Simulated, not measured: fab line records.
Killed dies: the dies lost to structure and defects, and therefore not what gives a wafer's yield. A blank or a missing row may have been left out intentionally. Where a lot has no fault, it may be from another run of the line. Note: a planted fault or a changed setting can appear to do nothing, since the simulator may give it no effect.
Problem report in the 8D (eight disciplines) form, filled by code | flow n5 finfet | the parts of the form that need people (team, actions taken, sign-off) are left out

== 1. PROBLEM STATEMENT ==
M5_ILD_THK at N5_BEOL_M5_THK_MEAS_01 reads a mean of 56.8 nm on 2 wafers of 2 lots; wafers without a fault read 120.9 nm with a standard deviation of 1.7. Measured from the usual mean, that is -38 standard deviations.
Earliest sighting: wafer L873.1 on film metro-01 at day 14 05:26. The record has a number at this step for 28 wafers belonging to 10 lots. Rule for "out", or "out of limits": more than 4 standard deviations from the usual mean. The rest of the wafers with a number are treated as sound.

== 2. WHAT IT IS AND WHAT IT IS NOT ==
question                    | is                           | is not
which readings at this step | M5_ILD_THK                   | -
which lots                  | L873, L875                   | L853, L854, L858, L859, L864, L866, L868, L870
which wafers of those lots  | L873.1, L875.4               | L873.5, L875.5
read on which gauges        | film metro-01, film metro-02 | -
when                        | from day 14 05:26            | up to then (25 sound wafers); but 1 sound wafer of L875 came after

== 3. WHAT RULES OUT EACH SUSPECT ==
Counting: if a tool at a process step up to the reading ran every lot that is out, it stays a suspect. Sound lots after the first of them don't rule it out here, since some wafers of a struck lot are sound.
- the gauge at N5_BEOL_M5_THK_MEAS_01 is ruled out. 2 gauges (film metro-01, film metro-02) read the wafers that are out.
- pvd sputter-03 at N5_BEOL_M4_ANNEAL_89 (time 240 s): kept. It processed each lot that is out (first: L873, day 14 02:00); up to then, its last sound lot is L870 (day 13 12:46).
- pvd sputter-03 at N5_BEOL_M4_ANNEAL_91 (time 240 s): kept. It processed each lot that is out (first: L873, day 14 02:13); up to then, its last sound lot is L870 (day 13 12:59).
- pecvd-02 at N5_BEOL_M5_ILD_DEP_00 (deposits SiCOH lowk from DEMS/porogen, target thk 140.64 nm, time 25.9 s): kept. It processed each lot that is out (first: L873, day 14 04:52); up to then, its last sound lot is L868 (day 13 12:25).
- Within pecvd-02 at N5_BEOL_M5_ILD_DEP_00: the wafers that are out ran in chambers 1, 2; their sound lot-mates ran in chamber 0.
pvd sputter-03 at N5_BEOL_M4_ANNEAL_89, pvd sputter-03 at N5_BEOL_M4_ANNEAL_91 and pecvd-02 at N5_BEOL_M5_ILD_DEP_00 are what is left after counting.

== 4. THE CAUSE (what the simulator had put in) ==
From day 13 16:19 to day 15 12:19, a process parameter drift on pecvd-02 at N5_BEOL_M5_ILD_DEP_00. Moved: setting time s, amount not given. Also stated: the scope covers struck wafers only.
3 suspects survive the count, and this tool is in that group.

== 5. THE EFFECT CHAIN, in route order ==
Rows list readings where the struck wafers' mean (over those with a number) sits beyond 3 standard deviations from the usual. Only readings for which the record gives a usual standard deviation are gone through. hours: the time from each lot's start at the first step in this table that gives one to its start at this step, as a median over the lots. sigmas: the change in usual standard deviations.
hours | step                    | reading              | usual    | on struck wafers | change | sigmas
0     | N5_BEOL_M5_THK_MEAS_01  | M5_ILD_THK           | 120.9 nm | 56.8             | -64.2  | -38
115   | N5_PASSIVATION_PROBE_49 | defect limited yield | 91.2 %   | 0.1              | -91.2  | -65
115   | N5_PASSIVATION_PROBE_49 | killed_at_M4_up      | 14       | 1096             | +1082  | +99 or more
115   | N5_PASSIVATION_PROBE_49 | killed dies          | 103      | 1180             | +1076  | +63
115   | N5_PASSIVATION_PROBE_49 | killed on rim        | 14       | 152              | +138   | +39
115   | N5_PASSIVATION_PROBE_49 | sort n pass          | 1077     | 0                | -1076  | -63
115   | N5_PASSIVATION_PROBE_49 | sort yield pct       | 91.2 %   | 0.1              | -91.2  | -65
Process steps it contains:
- N5_PASSIVATION_PROBE_49
Readings that are blank on the struck wafers while sound wafers have them: rf fwd power W at N5_BEOL_M5_ILD_DEP_00.

== 6. HOW IT WOULD HAVE BEEN CAUGHT EARLIER ==
In this record the first reading out of limits at a measuring or inspecting step was taken at day 14 05:26, 13 hours after the fault began at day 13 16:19.
Lots out: 2; of these, L875 started N5_BEOL_M5_ILD_DEP_00 on pecvd-02 after day 14 05:26. A tool hold placed at that time would have kept it from harm.
